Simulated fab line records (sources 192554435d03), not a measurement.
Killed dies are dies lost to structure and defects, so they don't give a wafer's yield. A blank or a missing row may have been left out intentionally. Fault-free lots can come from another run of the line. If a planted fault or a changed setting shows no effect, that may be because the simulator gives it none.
A single fault, viewed from 3 desks | flow n5-finfet | only its own numbers are on each desk; what lay behind them is given at the end

## METROLOGY DESK
Means of the sampled wafers that have a number, per lot and without regard to the tool the lot ran on: this is what the gauges read. If a lot's mean is further than 4 standard deviations from the usual mean, the lot is out of limits and carries the mark OUT (the distance appears in the brackets).
Columns: A = M11_THK at N5_BEOL_M11_THK_MEAS_53, usual 139.3 nm; B = M11_RS at N5_BEOL_M11_RS_MEAS_57, usual 0.152 ohm/sq; C = M12_ILD_THK at N5_BEOL_M12_THK_MEAS_01, usual 662 nm
lot  | first seen here | A     | B     | C
L453 | day 10 02:20    | 138.2 | 0.154 | 659
L454 | day 10 10:18    | 137.5 | 0.154 | 665
L461 | day 11 04:53    | 135.4 | 0.156 | 656
L460 | day 11 08:59    | 137.8 | 0.152 | 666
L462 | day 11 10:49    | 139.9 | 0.150 | 653
L474 | day 15 18:56    | 143.0 | 0.148 | 653
L476 | day 17 20:58    | 142.1 | 0.150 | 670
This desk's finding: nothing out of limits on any of the 7 lots.

## THE DEFECT DESK
For each lot, the counts of the inspections along the route, averaged over the sampled wafers that have a number. If a lot's mean is further than 4 standard deviations from the usual mean, the lot is out of limits and carries the mark OUT (the distance appears in the brackets).
Columns: A = raw-defect-count at N5_BEOL_M11_INSPECT_58, usual 71
lot  | first seen here | A
L453 | day 10 02:29    | 62
L454 | day 10 10:27    | 92
L461 | day 11 05:02    | 70
L460 | day 11 09:09    | 52
L462 | day 11 10:58    | 54
L474 | day 15 19:05    | 75
L476 | day 17 21:07    | 106
This desk's finding: nothing out of limits on any of the 7 lots.

## AT THE TOOL OWNER'S DESK: krf-scanner-02
The tool's own readings at N5_BEOL_M12_EXPOSE_07 (exposes mask V11): means of the sampled wafers that have a number, for each lot that ran on this tool. If a lot's mean is further than 4 standard deviations from the usual mean, the lot is out of limits and carries the mark OUT (the distance appears in the brackets).
Columns: A = exposure-dose-mJ-cm2 at N5_BEOL_M12_EXPOSE_07, usual 32.47
lot  | first seen here | A
L453 | day 10 02:50    | 32.49
L461 | day 11 05:28    | 30.97 (-48) OUT
L460 | day 11 09:26    | 31.29 (-38) OUT
L462 | day 11 11:16    | 31.47 (-32) OUT
Finding of this desk: L460, L461, L462 out of limits; the first was L461 at day 11 05:28, on exposure-dose-mJ-cm2 at N5_BEOL_M12_EXPOSE_07. Within limits: L453.

## ALL TOGETHER
The tool owner's desk could have raised an alarm at day 11 05:28, on L460, L461, L462.
Nothing out of limits was seen by the metrology desk.
Nothing out of limits was seen by the defect desk.
The metrology desk has L460, L461, L462 on record, within its limits.
The defect desk has L460, L461, L462 on record, within its limits.
All the named lots went through N5_BEOL_M12_EXPOSE_07 on krf-scanner-02.

## WHAT THE SIMULATOR HAD PUT IN
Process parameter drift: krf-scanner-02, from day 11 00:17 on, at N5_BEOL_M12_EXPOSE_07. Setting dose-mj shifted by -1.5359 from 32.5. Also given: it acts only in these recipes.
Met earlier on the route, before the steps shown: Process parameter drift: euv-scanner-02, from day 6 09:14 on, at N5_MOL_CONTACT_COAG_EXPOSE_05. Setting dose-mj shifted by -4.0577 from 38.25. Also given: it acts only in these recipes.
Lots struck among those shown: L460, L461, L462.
Time in hours from fault onset to the first out-of-limits reading at each desk: the tool owner's desk, 5.
